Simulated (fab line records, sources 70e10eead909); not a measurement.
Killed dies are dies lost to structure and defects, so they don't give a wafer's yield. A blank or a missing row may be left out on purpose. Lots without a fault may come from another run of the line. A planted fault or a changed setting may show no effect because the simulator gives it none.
Chamber matching | flow nand_harc | NHARC_A_CHANNEL_FILL_D2_ALD_25 on ald_hk-04: 4 sister chambers
The step deposits SiOx, target thk 60 nm, pulse time 10 s, ald cycles 600. 4 wafers are shown with their chamber, then 7 later ones without.

WAFERS WITH THEIR CHAMBER
wafer  | chamber | heater_power_w (W)
L938.2 | 2       | 553
L938.5 | 0       | 551
L940.3 | 1       | 399
L940.1 | 3       | 424

WAFERS WITHOUT THEIR CHAMBER
wafer  | heater_power_w (W)
L940.4 | 559
L942.1 | 567
L942.4 | 411
L942.6 | 561
L943.2 | 409
L943.1 | 404
L943.5 | 562

WHICH CHAMBER EACH WENT THROUGH
wafer  | from the rows above     | in truth
L940.4 | can't be placed: 2 or 0 | 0
L942.1 | can't be placed: 2 or 0 | 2
L942.4 | can't be placed: 1 or 3 | 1
L942.6 | can't be placed: 2 or 0 | 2
L943.2 | can't be placed: 1 or 3 | 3
L943.1 | can't be placed: 1 or 3 | 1
L943.5 | can't be placed: 2 or 0 | 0
Placed correctly: 0 of 7. Can't be placed from these rows: 7 (the true chamber is among the candidates in 7). Placed wrongly: 0.
How it was worked out, from the rows above alone: a wafer's distance from a chamber is the root of the sum, over the readings, of the square of ((its reading less the chamber's mean) divided by the reading's scatter). The wafer belongs to the nearest chamber; if the next one is less than 2 further off, it can't be placed. A chamber's mean is the mean of its shown wafers. The scatter: with one shown wafer a chamber, the root of the mean of the squares of how far each hidden wafer lies from its nearest shown one.
